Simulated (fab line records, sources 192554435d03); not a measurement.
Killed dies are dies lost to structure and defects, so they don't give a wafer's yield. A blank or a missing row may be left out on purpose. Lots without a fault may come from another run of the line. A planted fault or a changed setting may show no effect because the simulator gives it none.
Chamber matching | flow n5_finfet | N5_FIN_CUT_DESCUM_13 on rie_diel-01: 4 sister chambers
The step chemistry O2, time 7 s. 16 wafers are shown with their chamber, then 8 later ones without.

WAFERS WITH THEIR CHAMBER
wafer  | chamber | showerhead_plenum_p_Torr (Torr) | oes_product_au (a.u.) | throttle_valve_pct (%)
L464.1 | 2       | 2.21                            | 0.77                  | 20.66
L464.4 | 3       | 2.11                            | 0.83                  | 20.68
L464.6 | 2       | 2.21                            | 0.77                  | 20.66
L466.3 | 3       | 2.11                            | 0.82                  | 20.67
L466.4 | 2       | 2.21                            | 0.75                  | 20.66
L466.6 | 3       | 2.11                            | 0.82                  | 20.69
L469.2 | 3       | 2.10                            | 0.81                  | 20.70
L469.4 | 2       | 2.21                            | 0.75                  | 20.63
L469.6 | 0       | 2.08                            | 0.72                  | 20.67
L470.2 | 2       | 2.21                            | 0.74                  | 20.68
L470.3 | 1       | 2.13                            | 0.71                  | 20.59
L470.6 | 0       | 2.08                            | 0.72                  | 20.66
L475.1 | 0       | 2.08                            | 0.71                  | 20.67
L475.2 | 2       | 2.21                            | 0.74                  | 20.68
L475.3 | 1       | 2.13                            | 0.71                  | 20.61
L476.1 | 3       | 2.10                            | 0.79                  | 20.71

SIGNATURES (means of the wafers above)
reading                  | chamber 0 | chamber 1 | chamber 2 | chamber 3 | scatter within a chamber
showerhead_plenum_p_Torr | 2.0800    | 2.1300    | 2.2100    | 2.1060    | 0.00316
oes_product_au           | 0.7167    | 0.7100    | 0.7533    | 0.8140    | 0.0126
throttle_valve_pct       | 20.6667   | 20.6000   | 20.6617   | 20.6900   | 0.0157
Rule: a wafer's distance from a chamber is the root of the sum, over the readings, of the square of ((its reading less the chamber's mean) divided by the reading's scatter). The wafer belongs to the nearest chamber; if the next one is less than 2 further off, it can't be placed. The scatter: the root of (the sum of the squares of (reading less its chamber's mean) over the shown wafers, divided by (wafers less chambers)).

WAFERS WITHOUT THEIR CHAMBER
wafer  | showerhead_plenum_p_Torr (Torr) | oes_product_au (a.u.) | throttle_valve_pct (%)
L476.2 | 2.08                            | 0.71                  | 20.69
L476.3 | 2.12                            | 0.70                  | 20.62
L479.3 | 2.08                            | 0.70                  | 20.71
L479.4 | 2.10                            | 0.79                  | 20.72
L479.6 | 2.12                            | 0.71                  | 20.61
L485.2 | 2.09                            | 0.79                  | 20.74
L485.4 | 2.12                            | 0.70                  | 20.65
L485.5 | 2.08                            | 0.71                  | 20.71

WHICH CHAMBER EACH WENT THROUGH
wafer  | from the rows above     | in truth
L476.2 | 0                       | 0
L476.3 | 1                       | 1
L479.3 | 0                       | 0
L479.4 | 3                       | 3
L479.6 | 1                       | 1
L485.2 | can't be placed: 3 or 0 | 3
L485.4 | 1                       | 1
L485.5 | 0                       | 0
Placed correctly: 7 of 8. Can't be placed from these rows: 1 (the true chamber is among the candidates in 1). Placed wrongly: 0.
